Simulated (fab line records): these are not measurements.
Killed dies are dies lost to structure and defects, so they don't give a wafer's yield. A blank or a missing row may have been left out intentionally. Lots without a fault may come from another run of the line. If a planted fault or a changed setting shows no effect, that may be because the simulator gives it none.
Lot-split experiment -- flow n5_finfet -- route with 1938 steps; 7 lots, 21 wafers read

## THE SPLIT
At N5_MIM_BOT_LITHO_EXPOSE_05 (exposes mask MIM BOT), the setting dose_mj was moved away from the recipe's 24.25 on 8 of the 21 wafers read, by -5.6% to +5.5%. For the rest of the wafers, this setting stayed at what the recipe calls for.

## FROM THE SPLIT TO THE READING: what the file shows between them, 3 steps
- N5_MIM_BOT_LITHO_PEB_06
- N5_MIM_BOT_LITHO_DEVELOP_07: develop time 60 s
- N5_MIM_BOT_LITHO_HARDBAKE_09: time 120 s

## THE READING
cd_nm at N5_MIM_BOT_LITHO_CD_MEAS_08, given in nm (cd target 3000 nm). Fault-free wafers of this fab line usually give 3001.0 nm, standard deviation 2.3 nm.

wafer,"tool, chamber at the split",dose_mj as run,against the recipe,"cd_nm, nm",against lot-mates on the recipe
L082.2,"krf_scanner-01, 0",24.25,recipe,2997.8,-
L082.3,"krf_scanner-01, 0",24.25,recipe,3003.5,-
L082.5,"krf_scanner-01, 0",24.25,recipe,3002.5,-
L083.4,"krf_scanner-02, 0",25.09,+3.5%,3006.4,+4.6
L083.5,"krf_scanner-02, 0",25.09,+3.5%,3006.4,+4.6
L083.6,"krf_scanner-02, 0",24.25,recipe,3001.8,-
L084.2,"krf_scanner-01, 0",25.58,+5.5%,3009.9,+7.1
L084.4,"krf_scanner-01, 0",25.58,+5.5%,3007.5,+4.7
L084.5,"krf_scanner-01, 0",24.25,recipe,3002.8,-
L085.2,"krf_scanner-01, 0",24.25,recipe,2997.0,-
L085.3,"krf_scanner-01, 0",22.9,-5.6%,2991.4,-5.2
L085.5,"krf_scanner-01, 0",24.25,recipe,2996.1,-
L088.1,"krf_scanner-01, 0",24.25,recipe,3001.7,-
L088.2,"krf_scanner-01, 0",24.25,recipe,3000.3,-
L088.5,"krf_scanner-01, 0",24.25,recipe,3001.0,-
L093.1,"krf_scanner-02, 0",23.22,-4.2%,2996.0,-5.2
L093.3,"krf_scanner-02, 0",24.25,recipe,3000.7,-
L093.4,"krf_scanner-02, 0",24.25,recipe,3001.8,-
L096.1,"krf_scanner-02, 0",25.17,+3.8%,3009.7,+9.0
L096.3,"krf_scanner-02, 0",25.17,+3.8%,3007.2,+6.5
L096.4,"krf_scanner-02, 0",24.25,recipe,3000.7,-

THE FIT
A straight line over all 21 wafers: cd_nm changes by +1.58 nm for each +1% of dose_mj; r = +0.91; the points scatter about the line by 2 nm.
The same after taking each lot's own level away (the mean of its wafers on the recipe; 21 wafers): +1.24 nm for each +1%; r = +0.91; scatter 1.6 nm.
That fit puts the effect of the largest move of dose_mj on the reading at 6.9 nm.
Measured against the standard deviation above, the lots' own levels, which go from 2996.55 to 3002.80 nm, span 2.7 times it.
Hence the slope depends on the lot-to-lot level, as the two fits are not the same.
Check: for one of the wafers moved furthest among these (-5.6%), held out of the fit, the line's prediction against its lot-mates is -7.27 nm. Against them it came out at -5.15 nm.

## OTHER SPLITS ON THESE WAFERS
Other splits were also applied to these wafers ahead of the reading. Each is held against what the fit with the lots' levels taken away leaves over:
other split on the same wafers,wafers away from the commonest value,r with cd_nm (lot level and that fit taken away)
N5_BEOL_M8_COAT_22 spin_rpm,3,+0.07
N5_BEOL_M10_ETCH_41 source_w,4,+0.02
N5_BEOL_M11_COAT_60 spin_rpm,6,-0.21
N5_BEOL_M11_ETCH_62 time_s,7,-0.10
N5_BEOL_M13_SPUTTER_43 time_s,4,-0.21
N5_BEOL_M15_EXPOSE_07 dose_mj,10,+0.01
N5_BEOL_M15_EXPOSE_25 dose_mj,8,-0.08

## FILE'S OWN FIT
cd_nm changes by +1.22 nm for each +1% of dose_mj, r = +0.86.
